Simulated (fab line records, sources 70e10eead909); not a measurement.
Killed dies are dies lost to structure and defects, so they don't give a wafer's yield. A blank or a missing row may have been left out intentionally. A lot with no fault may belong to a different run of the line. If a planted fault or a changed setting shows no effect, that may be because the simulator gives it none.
A lot that was struck, set against a sound lot | flow nand_harc | 31 steps out of a route of 1159
Sound: these wafers, L440.1, L440.4, L440.6. Wafers struck: L450.3, L450.4, L450.5. Last of all comes the cause.
Per side, at each step with rows, come the tool, then ch with its chambers, and then its first start. Under that, the readings that differ: sound wafers | struck wafers | difference of the means | sigmas: that difference in standard deviations of wafers without a fault.
alike: same words and numbers on both sides, and readings whose means sit less than 2 such deviations apart. not compared: any withheld reading, any reading some wafer has no value for, any bound like >300 that may hide the same value, and any number with overlapping values for which the record gives no deviation.
A row with sigmas, a row that says differs or no value, or rows on one side alone: a step with any of these is where the two part. Numbers that don't overlap but have no deviation are shown without sigmas and don't part them. A reading missing from all wafers of one side parts the sides only when that side holds two or more wafers.

first, 2 steps without rows for these wafers: NHARC_P_ZERO_WELL_PEB_50 (peb time 85 s); NHARC_P_ZERO_WELL_DEVELOP_51 (time 70 s).
NHARC_P_ZERO_WELL_CD_MEAS_52: the cd target is 2000 nm.
  sound on cd_sem-03 ch 0, day 3 05:38; struck on cd_sem-03 ch 0, day 5 17:44
  alike: cd_nm
then, 1 step without rows for these wafers: NHARC_P_ZERO_WELL_HARDBAKE_53 (time 80 s).
NHARC_P_ZERO_WELL_DESCUM_54: chemistry O2, time 3 s.
  sound on rie_diel-01 ch 1,2, day 3 05:47; struck on rie_diel-01 ch 2,3, day 5 17:54
  alike: drypump_motor_current_A, oes_product_au, rf_vpp_V, showerhead_plenum_p_Torr, throttle_valve_pct
  not compared: rf_hours_counter_h
then, 5 steps without rows for these wafers: NHARC_P_ZERO_WELL_IMPLANT_55; NHARC_P_ZERO_WELL_IMPLANT_61; NHARC_P_ZERO_WELL_STRIP_56 (strips in SPM, time 840 s); NHARC_P_ZERO_WELL_PRECLEAN_68 (cleans in SC1, time 60 s); NHARC_P_ZERO_WELL_SRD_69.
NHARC_P_ZERO_WELL_RTA_42: time 300 s.
  sound on rtp_anneal-02 ch 0, day 3 07:41; struck on rtp_anneal-01 ch 0, day 5 19:05
  reading            | sound    | struck   | difference | sigmas
  lamp_power_pct (%) | 35 35 35 | 43 43 43 | +8         | +2
  alike: anneal_temp_c_max, wafer_temp_C_max
NHARC_P_ZERO_WELL_INSPECT_43:
  sound: defect_inspect-02 at day 3 08:23; struck: defect_inspect-01 at day 5 19:33
  alike: raw_defect_count
NHARC_P_STI_ETCH_26: etches SiO2 in dHF, target depth 11 nm.
  sound on wet_bench-09 ch 3,4,5, day 3 08:27; struck on wet_bench-03 ch 1,2,5, day 5 19:36
then, 13 steps without rows for these wafers: NHARC_P_STI_PRECLEAN_27 (cleans in SC1); NHARC_P_STI_SRD_28; NHARC_P_STI_OXIDE_29 (material SiO2, target thk 10 nm, ox time 1362 s); NHARC_P_STI_HM_DEP_30 (deposits Si3N4, target thk 80 nm, time 873 s); NHARC_P_STI_DEHYDRATE_01 (time 120 s); NHARC_P_STI_HMDS_02 (time 30 s); NHARC_P_STI_COAT_41 (time 65 s); NHARC_P_STI_COAT_03 (resist thk 600 nm); NHARC_P_STI_SOFTBAKE_04 (time 70 s); NHARC_P_STI_EBR_05; NHARC_P_STI_EXPOSE_06 (exposes mask P STI, target cd 200 nm); NHARC_P_STI_PEB_07 (peb time 80 s); NHARC_P_STI_DEVELOP_08 (time 50 s).
NHARC_P_STI_CD_MEAS_09: the cd target is 200 nm.
  sound on cd_sem-02 ch 0, day 3 23:44; struck on cd_sem-02 ch 0, day 6 10:59
  alike: cd_nm
NHARC_P_STI_OVL_MEAS_10:
  sound: overlay-01 at day 3 23:49; struck: overlay-01 at day 6 11:04
  reading           | sound | struck   | difference | sigmas
  overlay_y_nm (nm) | 7 6 7 | -7 -7 -8 | -14        | -2
  alike: overlay_x_nm
NHARC_P_STI_INSPECT_11:
  sound: defect_inspect-02 at day 3 23:51; struck: defect_inspect-02 at day 6 11:06
  reading          | sound | struck         | difference | sigmas
  raw_defect_count | 5 7 7 | 1181 1181 1184 | +1176      | +99 or more
then, 1 step without rows for these wafers: NHARC_P_STI_HARDBAKE_13 (time 65 s).
-- break in the record here, with 17 days between the starts of the struck wafers on either side (left off in module P_STI, picked up again in module END, where the first step shown is number 1159 on the route) --
NHARC_END_SORT_01:
  here the record holds rows for the struck wafers (prober-02 ch 0, day 23 22:51) but none for the sound ones

== WHERE THEY PART ==
At NHARC_P_ZERO_WELL_RTA_42 first; at NHARC_END_SORT_01 last (within this record only).

WHY: the cause the simulator had injected
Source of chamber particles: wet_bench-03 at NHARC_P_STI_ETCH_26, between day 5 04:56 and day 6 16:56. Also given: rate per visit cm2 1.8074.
